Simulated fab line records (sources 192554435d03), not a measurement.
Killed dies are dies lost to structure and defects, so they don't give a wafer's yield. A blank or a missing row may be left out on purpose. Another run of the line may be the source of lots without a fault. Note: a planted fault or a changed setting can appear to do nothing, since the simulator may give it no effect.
Check for tools in common -- flow n5-finfet -- 10 lots and 28 wafers in the sample

## WHY IT WAS OPENED
At N5_BEOL_M4_RC_MEAS_101 the reading VT_P is flagged on 1 of 10 lots. Wafers without a fault read -248.9 mV, standard deviation 2.9.
Rule: flag the lot when none of its wafers has a number, or when each of its wafers that has one lies beyond 4 standard deviations from that mean. All remaining lots are regarded as sound.

lot,measured,on,"VT_P (mV), wafer by wafer",flag
L209,day 9 01:44,prober-02,-240.0 -247.9 -244.0,
L210,day 9 07:34,prober-01,-247.9 -249.8 -251.4,
L208,day 9 21:16,prober-02,-250.3 -244.7 -249.8,
L207,day 9 21:41,prober-01,-252.2 -250.2 -252.8,
L220,day 12 22:55,prober-02,-262.6,FLAGGED
L223,day 13 07:41,prober-01,-245.6 -246.7 -247.4,
L222,day 13 22:39,prober-01,-248.1 -247.4 -251.3,
L224,day 14 20:04,prober-02,-248.3 -255.1 -250.1,
L225,day 15 13:55,prober-02,-247.2 -247.7 -251.3,
L229,day 15 18:07,prober-02,-249.8 -249.7 -248.9,
The numbers of the flagged lots are -262.6 mV on average: -13.7 mV against the usual, or -5 standard deviations.

## EACH LOT AND THE TOOL IT RAN ON
The record holds 2 process steps before the reading, out of a route of 1938 steps. Every cell lists first the tool, next ch and the chambers used by the sampled wafers, and last the start.
lot,flag,N5_HKMG_FIN_ALD_74,N5_BEOL_M4_CMP_52
L209,,"ald-hk-03 ch 0,1,3, day 4 13:43","cmp-04 ch 0,3, day 9 00:58"
L210,,"ald-hk-03 ch 1,2, day 4 22:29","cmp-03 ch 0,1,3, day 9 06:38"
L208,,"ald-hk-01 ch 0,3, day 4 08:43","cmp-04 ch 0,3, day 9 20:33"
L207,,"ald-hk-01 ch 0,1,3, day 4 02:55","cmp-03 ch 0,1,2, day 9 20:55"
L220,FLAGGED,"ald-hk-03 ch 0, day 7 03:42","cmp-04 ch 0, day 12 21:59"
L223,,"ald-hk-01 ch 0,2,3, day 7 23:48","cmp-01 ch 1,2,3, day 13 07:05"
L222,,"ald-hk-01 ch 0,1,2, day 7 16:13","cmp-01 ch 1,2,3, day 13 22:02"
L224,,"ald-hk-01 ch 0,1, day 8 02:32","cmp-01 ch 1,2, day 14 19:18"
L225,,"ald-hk-01 ch 1,3, day 8 13:05","cmp-01 ch 0,1,2, day 15 13:19"
L229,,"ald-hk-01 ch 1,3, day 9 12:38","cmp-01 ch 0,2, day 15 17:32"
What these steps do:
- N5_HKMG_FIN_ALD_74: deposits La2O3, target thk 0.5 nm, pulse time 6 s, co reactant pulse time 1 s.
- N5_BEOL_M4_CMP_52: polishes, stops on SiOC, t overpolish 6.8 s, target thk 40 nm.
- N5_BEOL_M4_RC_MEAS_101

## FLAGGED OVER TOTAL, TOOL BY TOOL (the gauges that took the reading come last)
step,tool,lots run,flagged,share of the flagged lots,sound lots run after its first flagged lot
N5_HKMG_FIN_ALD_74,ald-hk-01,7,0,none,-
N5_HKMG_FIN_ALD_74,ald-hk-03,3,1,all,0
N5_BEOL_M4_CMP_52,cmp-01,5,0,none,-
N5_BEOL_M4_CMP_52,cmp-03,2,0,none,-
N5_BEOL_M4_CMP_52,cmp-04,3,1,all,0
N5_BEOL_M4_RC_MEAS_101,prober-01,4,0,none,-
N5_BEOL_M4_RC_MEAS_101,prober-02,6,1,all,"3 (L224,L225,L229)"

## WHAT THE TABLE PERMITS
In the table, 3 rows ran each flagged lot (ald-hk-03 at N5_HKMG_FIN_ALD_74; cmp-04 at N5_BEOL_M4_CMP_52; prober-02 at N5_BEOL_M4_RC_MEAS_101).
- ald-hk-03 at N5_HKMG_FIN_ALD_74: 1 of its 3 lots flagged. Last sound lot L210 at day 4 22:29, first flagged lot L220 at day 7 03:42; a fault beginning in between fits.
- cmp-04 at N5_BEOL_M4_CMP_52: 1 of its 3 lots flagged. Last sound lot L208 at day 9 20:33, first flagged lot L220 at day 12 21:59; a fault beginning in between fits.
- prober-02 at N5_BEOL_M4_RC_MEAS_101: 1 of its 6 lots flagged. After the first flagged lot (L224, L225, L229), sound lots still ran on it; a lasting fault on the whole tool would not permit that.
Because each of these 2 tools fits a fault that began at some hour, counting lots does not separate them. More lots, or a look at what each step does to the wafer, might.

## WHAT HAD BEEN PUT IN BY THE SIMULATOR
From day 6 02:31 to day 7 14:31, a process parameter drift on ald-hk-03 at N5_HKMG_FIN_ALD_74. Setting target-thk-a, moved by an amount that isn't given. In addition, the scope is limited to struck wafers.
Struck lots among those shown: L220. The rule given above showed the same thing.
